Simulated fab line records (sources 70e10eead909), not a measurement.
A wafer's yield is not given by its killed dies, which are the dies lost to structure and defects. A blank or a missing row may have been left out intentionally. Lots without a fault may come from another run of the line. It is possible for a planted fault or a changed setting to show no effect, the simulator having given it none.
Struck lot and sound lot, side by side / flow nand_harc / 17 steps out of a route of 1159
Sound: these wafers, L511.1, L511.3, L511.5. The struck wafers were L523.1, L523.2, L523.5. The cause is given at the end.
For every step that has rows: the tool of each side, followed by ch and its chambers, followed by its first start. Under that, the readings that differ: sound wafers / struck wafers / difference of the means / sigmas: that difference in standard deviations of wafers without a fault.
alike: readings whose means differ by less than 2 such deviations, and words and numbers that are the same on both sides. not compared: withheld readings, readings that some wafer has no value for, bounds like >300 that may hide the same value, and numbers for which the record gives no deviation and whose values overlap.
A row with sigmas, a row that says differs or no value, or rows on one side alone: a step with any of these is where the two part. When numbers do not overlap yet have no deviation, they are printed without sigmas and do not part them. Lack of a reading on every wafer of one side parts them only where that side has two or more wafers.

NHARC_A_CONTACT_ETCH_102: etches the open film in CF4/O2, target depth 70 nm, overetch 7 nm, time 38.5 s.
  sound on rie_diel-07 ch 0,2, day 17 10:36; struck on rie_diel-07 ch 0,1,3, day 20 10:53
  alike: drypump_motor_current_A, oes_ar_750_au, oes_product_au, rf_vpp_V, showerhead_plenum_p_Torr, throttle_valve_pct
  not compared: rf_hours_counter_h
NHARC_A_CONTACT_STRIP_55: strips in O2.
  sound: rie_diel-07 ch 0,1,2; struck: rie_diel-07 ch 0,1,3
  alike: drypump_motor_current_A, oes_product_au, rf_vpp_V, showerhead_plenum_p_Torr, throttle_valve_pct
  not compared: rf_hours_counter_h
then, 1 step without rows for these wafers: NHARC_A_CONTACT_STRIP_56 (strips in post etch residue remover, time 600 s).
NHARC_A_CONTACT_DEP_57: deposits aC, target thk 2800 nm.
  sound on acl_dep-03 ch 0, day 17 11:15; struck on acl_dep-02 ch 0, day 20 11:32
  alike: throttle_valve_pct
NHARC_A_CONTACT_DEP_58: deposits SiON, target thk 60 nm.
  sound on pecvd-03 ch 0,2, day 17 13:01; struck on pecvd-02 ch 0,2, day 20 13:17
  alike: heater_power_w
then, 7 steps without rows for these wafers: NHARC_A_CONTACT_DEHYDRATE_59 (time 120 s); NHARC_A_CONTACT_HMDS_60 (time 30 s); NHARC_A_CONTACT_COAT_61 (time 75 s); NHARC_A_CONTACT_COAT_62 (time 65 s); NHARC_A_CONTACT_COAT_63 (resist thk 90 nm); NHARC_A_CONTACT_SOFTBAKE_64 (time 55 s); NHARC_A_CONTACT_EBR_65.
NHARC_A_CONTACT_EXPOSE_66: exposes mask A CC 2.
  sound on arfi_scanner-01 ch 0, day 17 13:27; struck on arfi_scanner-01 ch 0, day 20 13:52
reading=exposure_dose_mJ_cm2; sound=58.97 58.95 59.11; struck=47.73 47.68 47.74; difference=-11.29; sigmas=-99 or more
  alike: mask
then, 2 steps without rows for these wafers: NHARC_A_CONTACT_PEB_67 (peb time 65 s); NHARC_A_CONTACT_DEVELOP_68 (develop time 35 s).
NHARC_A_CONTACT_CD_MEAS_69: the cd target is 200 nm.
  sound on cd_sem-02 ch 0, day 17 13:35; struck on cd_sem-03 ch 0, day 20 14:01
reading=cd_nm (nm); sound=199.9 200.5 200.0; struck=191.5 190.8 190.6; difference=-9.2; sigmas=-18
NHARC_A_CONTACT_OVL_MEAS_70:
  struck on overlay-02, day 20 14:06; sound on overlay-02, day 17 13:41
  alike: overlay_x_nm, overlay_y_nm

## WHERE THEY PART
First at NHARC_A_CONTACT_EXPOSE_66; last, within this record, at NHARC_A_CONTACT_CD_MEAS_69. Later steps at which nothing parts them and some readings are alike: NHARC_A_CONTACT_OVL_MEAS_70.

WHY: the cause the simulator had injected
Process parameters drifting: arfi_scanner-01 at NHARC_A_CONTACT_EXPOSE_66, beginning at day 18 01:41. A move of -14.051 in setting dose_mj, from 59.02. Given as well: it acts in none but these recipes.
